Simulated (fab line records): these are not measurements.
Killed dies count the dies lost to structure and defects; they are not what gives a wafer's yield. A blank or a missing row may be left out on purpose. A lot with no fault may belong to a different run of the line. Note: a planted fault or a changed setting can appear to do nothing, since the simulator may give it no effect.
Chamber matching :: flow nand-harc :: NHARC_P_CONTACT_DEP_30 on pecvd-04: 3 sister chambers
The step deposits SiNx, target thk 30 nm. 6 wafers are shown with their chamber, then 8 later ones without.

== WAFERS WITH THEIR CHAMBER ==
wafer: L085.4
chamber: 1
heater-power-w (W): 812

wafer: L086.6
chamber: 0
heater-power-w (W): 765

wafer: L092.1
chamber: 0
heater-power-w (W): 756

wafer: L092.2
chamber: 2
heater-power-w (W): 682

wafer: L092.5
chamber: 2
heater-power-w (W): 695

wafer: L093.3
chamber: 1
heater-power-w (W): 862

== WAFERS MISSING THEIR CHAMBER ==
wafer: L093.5
heater-power-w (W): 855

wafer: L093.6
heater-power-w (W): 745

wafer: L095.2
heater-power-w (W): 743

wafer: L095.5
heater-power-w (W): 759

wafer: L095.6
heater-power-w (W): 706

wafer: L096.1
heater-power-w (W): 862

wafer: L096.5
heater-power-w (W): 753

wafer: L096.6
heater-power-w (W): 871

== WHICH CHAMBER EACH ONE RAN IN ==
wafer: L093.5
from the rows above: 1
in truth: 1

wafer: L093.6
from the rows above: can't be placed: 0 or 2
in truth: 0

wafer: L095.2
from the rows above: can't be placed: 0 or 2
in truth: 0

wafer: L095.5
from the rows above: 0
in truth: 0

wafer: L095.6
from the rows above: can't be placed: 2 or 0
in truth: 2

wafer: L096.1
from the rows above: 1
in truth: 1

wafer: L096.5
from the rows above: 0
in truth: 0

wafer: L096.6
from the rows above: 1
in truth: 1
Correctly placed: 5 of 8. Unplaceable from these rows: 3, with the true chamber sitting among the candidates in 3. Number placed wrongly: 0.
How it was worked out, from the rows above alone: a wafer's distance from a chamber is the root of the sum, over the readings, of the square of ((its reading less the chamber's mean) divided by the reading's scatter). If the next closest chamber is less than 2 further off than the closest, the wafer can't be placed; otherwise it belongs to the closest. For every chamber, the mean is computed from those of its wafers that are shown. The scatter: the root of (the sum of the squares of (reading less its chamber's mean) over the shown wafers, divided by (wafers less chambers)).
